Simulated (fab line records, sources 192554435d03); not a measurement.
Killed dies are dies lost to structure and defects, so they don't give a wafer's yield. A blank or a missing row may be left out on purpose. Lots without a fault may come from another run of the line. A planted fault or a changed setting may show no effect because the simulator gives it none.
One fault seen from 2 desks | flow n5_finfet | each desk has only its own numbers; what lay behind them comes last

THE METROLOGY DESK
What the gauges read, lot by lot, whatever tool the lot ran on: means of the sampled wafers that have a number. A lot is out of limits, marked OUT, if its mean lies more than 4 standard deviations from the usual mean; the brackets give that distance. Of its 11 readings 7 are shown: those that lie furthest out on some lot.
Columns: A = DIBL_P at N5_BEOL_M4_RC_MEAS_101, usual 37 mV/V; B = IOFF_N at N5_BEOL_M4_RC_MEAS_101, usual 0.18 nA/um; C = IOFF_P at N5_BEOL_M4_RC_MEAS_101, usual 0.21 nA/um; D = ION_N at N5_BEOL_M4_RC_MEAS_101, usual 674 uA/um; E = ION_P at N5_BEOL_M4_RC_MEAS_101, usual 459 uA/um; F = VT_N at N5_BEOL_M4_RC_MEAS_101, usual 250 mV; G = VT_P at N5_BEOL_M4_RC_MEAS_101, usual -251 mV
lot  | first seen here | A  | B    | C    | D   | E   | F   | G
L335 | day 2 19:25     | 41 | 0.21 | 0.26 | 675 | 464 | 246 | -250
L338 | day 3 11:07     | 38 | 0.20 | 0.24 | 678 | 461 | 247 | -248
L339 | day 3 17:23     | 34 | 0.13 | 0.16 | 660 | 451 | 255 | -254
L340 | day 4 03:18     | 36 | 0.18 | 0.17 | 656 | 444 | 252 | -254
L341 | day 4 06:30     | 37 | 0.16 | 0.19 | 669 | 455 | 251 | -253
L344 | day 5 00:23     | 35 | 0.15 | 0.16 | 666 | 449 | 253 | -256
L345 | day 5 07:44     | 38 | 0.19 | 0.21 | 674 | 452 | 250 | -252
L346 | day 5 14:16     | 37 | 0.20 | 0.21 | 683 | 464 | 247 | -250
L350 | day 6 10:08     | 39 | 0.25 | 0.28 | 681 | 461 | 247 | -247
L355 | day 7 18:15     | 38 | 0.22 | 0.22 | 672 | 457 | 248 | -251
This desk's finding: nothing out of limits on any of the 10 lots.

THE DEFECT DESK
What the inspections along the route counted, lot by lot: means of the sampled wafers that have a number. A lot is out of limits, marked OUT, if its mean lies more than 4 standard deviations from the usual mean; the brackets give that distance.
Columns: A = raw_defect_count at N5_STI_FIN_REVEAL_INSPECT_13, usual 11
lot  | first seen here | A
L335 | day 2 15:07     | 11
L338 | day 3 06:57     | 16
L339 | day 3 13:13     | 7
L340 | day 3 21:23     | 10
L341 | day 4 01:40     | 9
L344 | day 4 20:02     | 288 (+59) OUT
L345 | day 5 03:32     | 13
L346 | day 5 09:58     | 277 (+57) OUT
L350 | day 6 05:58     | 12
L355 | day 7 13:42     | 15
This desk's finding: out of limits on L344, L346; first on L344, day 4 20:02 (raw_defect_count at N5_STI_FIN_REVEAL_INSPECT_13). In limits: L335, L338, L339, L340, L341, L345, L350, L355.

PUT TOGETHER
The defect desk could have raised an alarm at day 4 20:02, on L344, L346.
The metrology desk saw nothing out of limits.
The metrology desk has L344, L346 on record, within its limits.
Of the lots named, all ran N5_STI_FIN_REVEAL_PRECLEAN_25 on wet_bench-03.

WHAT THE SIMULATOR HAD PUT IN
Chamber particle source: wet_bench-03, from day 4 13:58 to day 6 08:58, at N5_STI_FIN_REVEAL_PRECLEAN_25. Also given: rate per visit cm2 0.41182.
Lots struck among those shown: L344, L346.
Hours from the fault's start to each desk's first reading out of limits: the defect desk, 6.
